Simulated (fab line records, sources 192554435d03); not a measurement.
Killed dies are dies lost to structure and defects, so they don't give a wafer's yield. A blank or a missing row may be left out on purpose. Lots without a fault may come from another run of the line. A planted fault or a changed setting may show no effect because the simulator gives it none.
Which tool did it? | flow n5_finfet | 12 lots, 36 wafers sampled, at 4 steps of a route of 1938

WHAT THE GAUGES READ, wafer by wafer
N5_GATE_CUT_CD_MEAS_13: target cd 20 nm.
lot  | measured     | on        | cd_nm (nm)
L075 | day 4 21:48  | cd_sem-03 | 19.7 20.3 20.5
L077 | day 5 08:31  | cd_sem-01 | 19.3 19.0 19.7
L079 | day 5 18:30  | cd_sem-01 | 20.3 19.8 20.4
L081 | day 6 05:38  | cd_sem-02 | 19.9 19.6 19.6
L083 | day 6 18:44  | cd_sem-01 | 19.9 20.1 19.8
L085 | day 7 07:15  | cd_sem-03 | 19.8 19.9 19.8
L087 | day 7 20:14  | cd_sem-03 | 20.2 20.6 20.3
L089 | day 8 07:47  | cd_sem-03 | 20.1 19.8 19.9
L091 | day 9 00:50  | cd_sem-03 | 20.4 19.8 20.3
L093 | day 9 10:05  | cd_sem-02 | 20.0 20.2 20.1
L095 | day 9 18:20  | cd_sem-03 | 19.9 20.5 20.2
L097 | day 10 13:17 | cd_sem-03 | 20.0 20.1 20.2

WHICH TOOL RAN EACH LOT (tool, then ch and the chambers of the sampled wafers, then the start)
lot  | N5_HKMG_FIN_ETCH_35                | N5_HKMG_FIN_NWFM_ALD_20             | N5_GATE_CUT_ETCHBACK_00
L075 | rie_diel-01 ch 0,2,3, day 4 13:19  | ald_metal-02 ch 0,2,3, day 4 14:58  | rie_metal-03 ch 0,1, day 4 17:38
L077 | rie_diel-01 ch 1,2, day 5 00:08    | ald_metal-02 ch 1,2, day 5 01:49    | rie_metal-03 ch 0,1, day 5 04:24
L079 | rie_diel-02 ch 1,2,3, day 5 10:15  | ald_metal-02 ch 0,1,3, day 5 11:55  | rie_metal-01 ch 0,1, day 5 14:23
L081 | rie_diel-05 ch 0,1, day 5 21:33    | ald_metal-01 ch 1,2, day 5 23:23    | rie_metal-02 ch 0,1, day 6 01:53
L083 | rie_diel-01 ch 0,2,3, day 6 10:54  | ald_metal-02 ch 1,2,3, day 6 12:40  | rie_metal-03 ch 0,1, day 6 15:08
L085 | rie_diel-02 ch 0,1,3, day 6 23:04  | ald_metal-03 ch 0,2,3, day 7 00:49  | rie_metal-03 ch 0,1, day 7 03:33
L087 | rie_diel-01 ch 0,2,3, day 7 12:34  | ald_metal-03 ch 1,2,3, day 7 14:13  | rie_metal-03 ch 0,1, day 7 16:41
L089 | rie_diel-01 ch 0,1, day 7 23:31    | ald_metal-01 ch 0,2, day 8 01:10    | rie_metal-02 ch 0,1, day 8 03:49
L091 | rie_diel-01 ch 0,3, day 8 15:23    | ald_metal-01 ch 0,2,3, day 8 17:03  | rie_metal-01 ch 0, day 8 19:44
L093 | rie_diel-01 ch 0,2,3, day 9 02:10  | ald_metal-03 ch 0,1, day 9 03:49    | rie_metal-03 ch 0,1, day 9 06:25
L095 | rie_diel-05 ch 0,3, day 9 09:25    | ald_metal-02 ch 0,1, day 9 11:14    | rie_metal-03 ch 0,1, day 9 13:42
L097 | rie_diel-05 ch 0,2,3, day 10 04:35 | ald_metal-01 ch 0,1,3, day 10 06:15 | rie_metal-01 ch 0,1, day 10 08:56
- N5_HKMG_FIN_ETCH_35: etches SOC in N2/H2, target depth 215.8 nm, time 243.4 s.
- N5_HKMG_FIN_NWFM_ALD_20: deposits TiAlC, target thk 2 nm, pulse time 3 s, purge time 2 s.
- N5_GATE_CUT_ETCHBACK_00: etches W in SF6/Cl2.

THE ANSWER, worked out from the rows above alone
Rule: what is usual is taken from the lots themselves. Put in order of their means at a reading, lots are off if they are a third of the lots or fewer, leave a main group of 4 or more, and stand apart from it by a gap of 3 or more times the standard deviation of the main group's means; of several such gaps the widest counts. A main group whose means are all the same, to the digits that the tables above print for the reading, isn't used. A lot without any number at a reading at which 4 lots or more have one is off too. The other lots that the step has rows for count as sound.
No lot is off at any reading shown: from this, nothing can be told.

WHAT THE SIMULATOR HAD PUT IN
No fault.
